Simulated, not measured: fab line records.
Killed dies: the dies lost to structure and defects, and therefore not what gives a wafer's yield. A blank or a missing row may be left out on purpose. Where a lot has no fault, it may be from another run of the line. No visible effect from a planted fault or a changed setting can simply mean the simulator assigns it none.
Chamber matching + flow n5 finfet + cmp-04 running N5_BEOL_M9_CMP_52: 4 sister chambers
The step polishes, stops on SiCOH lowk, t overpolish 7 s, target thk 140 nm. 20 wafers are shown with their chamber, then 10 later ones without.

EACH WAFER AND ITS CHAMBER
| wafer  | chamber | motor current A (A) | time to endpoint s (s) | overpolish run s (s) |
|--------|---------|---------------------|------------------------|----------------------|
| L074.2 | 0       | 5.4                 | 67                     | 6.990                |
| L074.3 | 1       | 7.0                 | 63                     | 7.007                |
| L074.4 | 2       | 6.9                 | 66                     | 7.001                |
| L075.1 | 3       | 4.5                 | 67                     | 6.995                |
| L075.3 | 0       | 5.4                 | 69                     | 6.987                |
| L075.5 | 3       | 4.5                 | 67                     | 6.979                |
| L076.1 | 3       | 4.6                 | 70                     | 7.012                |
| L076.2 | 0       | 5.5                 | 69                     | 7.007                |
| L076.5 | 1       | 6.9                 | 68                     | 6.989                |
| L080.2 | 2       | 6.8                 | 67                     | 7.008                |
| L080.4 | 1       | 6.7                 | 64                     | 6.996                |
| L080.5 | 1       | 6.7                 | 65                     | 7.006                |
| L082.1 | 2       | 7.0                 | 67                     | 7.003                |
| L082.3 | 0       | 5.3                 | 70                     | 7.005                |
| L082.6 | 3       | 4.6                 | 69                     | 7.002                |
| L086.1 | 2       | 6.6                 | 71                     | 6.996                |
| L086.3 | 0       | 5.7                 | 67                     | 6.994                |
| L086.4 | 3       | 4.8                 | 65                     | 7.000                |
| L087.2 | 0       | 5.3                 | 66                     | 6.996                |
| L087.3 | 2       | 6.8                 | 67                     | 6.999                |

SIGNATURES, as means of the wafers listed above
| reading            | chamber 0 | chamber 1 | chamber 2 | chamber 3 | scatter within a chamber |
|--------------------|-----------|-----------|-----------|-----------|--------------------------|
| motor current A    | 5.433     | 6.825     | 6.820     | 4.600     | 0.143                    |
| time to endpoint s | 68.00     | 65.00     | 67.60     | 67.60     | 1.88                     |
| overpolish run s   | 6.99650   | 6.99950   | 7.00140   | 6.99760   | 0.00869                  |
Rule: distance of a wafer from a chamber = root of the sum over the readings of ((wafer's reading minus chamber's mean) / reading's scatter) squared. The wafer belongs to the nearest chamber; if the next one is less than 2 further off, it can't be placed. How the scatter is found: for the shown wafers, subtract from each reading the mean of its chamber, square and add these, divide the total by (wafers less chambers), then take the root.

WAFERS WHOSE CHAMBER IS MISSING
| wafer  | motor current A (A) | time to endpoint s (s) | overpolish run s (s) |
|--------|---------------------|------------------------|----------------------|
| L087.4 | 7.1                 | 65                     | 6.993                |
| L092.1 | 5.5                 | 67                     | 6.994                |
| L092.4 | 6.9                 | 66                     | 7.005                |
| L092.6 | 6.7                 | 67                     | 6.981                |
| L093.1 | 6.8                 | 62                     | 7.002                |
| L093.3 | 4.5                 | 64                     | 6.994                |
| L093.5 | 7.2                 | 60                     | 6.980                |
| L094.1 | 6.7                 | 56                     | 7.003                |
| L094.2 | 4.6                 | 64                     | 6.996                |
| L094.5 | 6.7                 | 65                     | 7.001                |

THE CHAMBER EACH PASSED THROUGH
| wafer  | from the rows above     | in truth |
|--------|-------------------------|----------|
| L087.4 | can't be placed: 1 or 2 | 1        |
| L092.1 | 0                       | 0        |
| L092.4 | can't be placed: 1 or 2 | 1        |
| L092.6 | can't be placed: 2 or 1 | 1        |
| L093.1 | can't be placed: 1 or 2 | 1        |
| L093.3 | 3                       | 3        |
| L093.5 | can't be placed: 1 or 2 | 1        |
| L094.1 | can't be placed: 1 or 2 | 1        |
| L094.2 | 3                       | 3        |
| L094.5 | can't be placed: 1 or 2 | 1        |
Placed correctly: 3 of 10. Unplaceable from these rows: 7, with the true chamber sitting among the candidates in 7. Wrongly placed: 0.
